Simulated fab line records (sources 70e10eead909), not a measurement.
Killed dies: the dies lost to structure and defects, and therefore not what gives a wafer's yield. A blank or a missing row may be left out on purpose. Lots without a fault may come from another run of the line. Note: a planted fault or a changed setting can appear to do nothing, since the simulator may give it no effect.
Problem report in the 8D (eight disciplines) form, filled by code :: flow nand harc :: the parts of the form that need people (team, actions taken, sign-off) are left out

1. THE ISSUE
Wafers without a fault read 100.1 nm, standard deviation 0.52; cd nm at NHARC_A_CONTACT_CD_MEAS_08 reads a mean of 123.7 nm on 6 wafers belonging to 2 lots. Relative to the usual mean, that is a shift of +45 standard deviations.
The step: target cd 100 nm.
Earliest sighting: wafer L197.1 on cd sem-03 at day 20 02:09. At this step, 36 wafers from 12 lots have a number in the record. By rule, "out" or "out of limits" means more than 4 standard deviations away from the usual mean. The rest of the wafers with a number are treated as sound.

2. WHAT IT IS AND WHAT IT IS NOT
question: which readings at this step
is: cd nm
is not: -

question: which lots
is: L196, L197
is not: L185, L188, L191, L198, L199, L200, L201, L203, L205, L207

question: which wafers of those lots
is: all that have a number
is not: -

question: read on which gauges
is: cd sem-01, cd sem-03
is not: cd sem-02

question: when
is: from day 20 02:09
is not: up to then (12 sound wafers); but 18 sound wafers of L198, L200, L201, L203, L205, L207 came after

3. THE SUSPECTS, EACH WITH WHAT RULES IT OUT
Counting: any tool at a process step up to the reading is kept as a suspect provided that every lot that is out went through it and no sound lot did after the first of them.
- the gauge at NHARC_A_CONTACT_CD_MEAS_08 is ruled out. 2 gauges (cd sem-01, cd sem-03) read the wafers that are out.
- arfi scanner-03 at NHARC_A_CONTACT_EXPOSE_05 (exposes mask A CC): kept. It processed each lot that is out, first L197 at day 20 02:01, and no sound lot thereafter; up to then, the last sound lot it processed was L191 at day 18 00:02. Its own readings are out on those wafers: exposure dose mJ cm2.
Left after counting: arfi scanner-03 at NHARC_A_CONTACT_EXPOSE_05.

4. THE CAUSE (what the simulator had put in)
Process parameters drifting: arfi scanner-03 at NHARC_A_CONTACT_EXPOSE_05, beginning at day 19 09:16. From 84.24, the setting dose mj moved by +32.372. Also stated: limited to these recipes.
The count eliminated every tool but this one.

5. THE CHAIN OF EFFECTS, in route order
Each row: a reading whose mean over the struck wafers that have a number lies more than 3 standard deviations from the usual. Only readings for which the record gives a usual standard deviation are gone through. hours: the time from each lot's start at the first step in this table that gives one to its start at this step, as a median over the lots. sigmas: the change in usual standard deviations.
hours: 0
step: NHARC_A_CONTACT_EXPOSE_05
reading: exposure dose mJ cm2
usual: 84.17
on struck wafers: 113.27
change: +29.10
sigmas: +99 or more

hours: 0
step: NHARC_A_CONTACT_CD_MEAS_08
reading: cd nm
usual: 100.1 nm
on struck wafers: 123.7
change: +23.6
sigmas: +45
Its process steps:
- NHARC_A_CONTACT_EXPOSE_05: exposes mask A CC.
Later steps that measure or inspect, where all struck wafers having a row at the step show a number for every such reading and not one has moved that far: NHARC_A_CONTACT_INSPECT_10, NHARC_END_SORT_01.

6. HOW IT WOULD HAVE BEEN CAUGHT EARLIER
Counted from the fault's start at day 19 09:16, it took 17 hours until the first out-of-limits reading at a measuring or inspecting step in this record, taken at day 20 02:09.
The tool's own readings at NHARC_A_CONTACT_EXPOSE_05 were out on every struck wafer that the step has a row for (exposure dose mJ cm2): an alarm limit on them would have fired on the first of those.
Lots out: 2; of these, L196 started NHARC_A_CONTACT_EXPOSE_05 on arfi scanner-03 after day 20 02:09. It would have been spared by a hold on the tool at that moment.
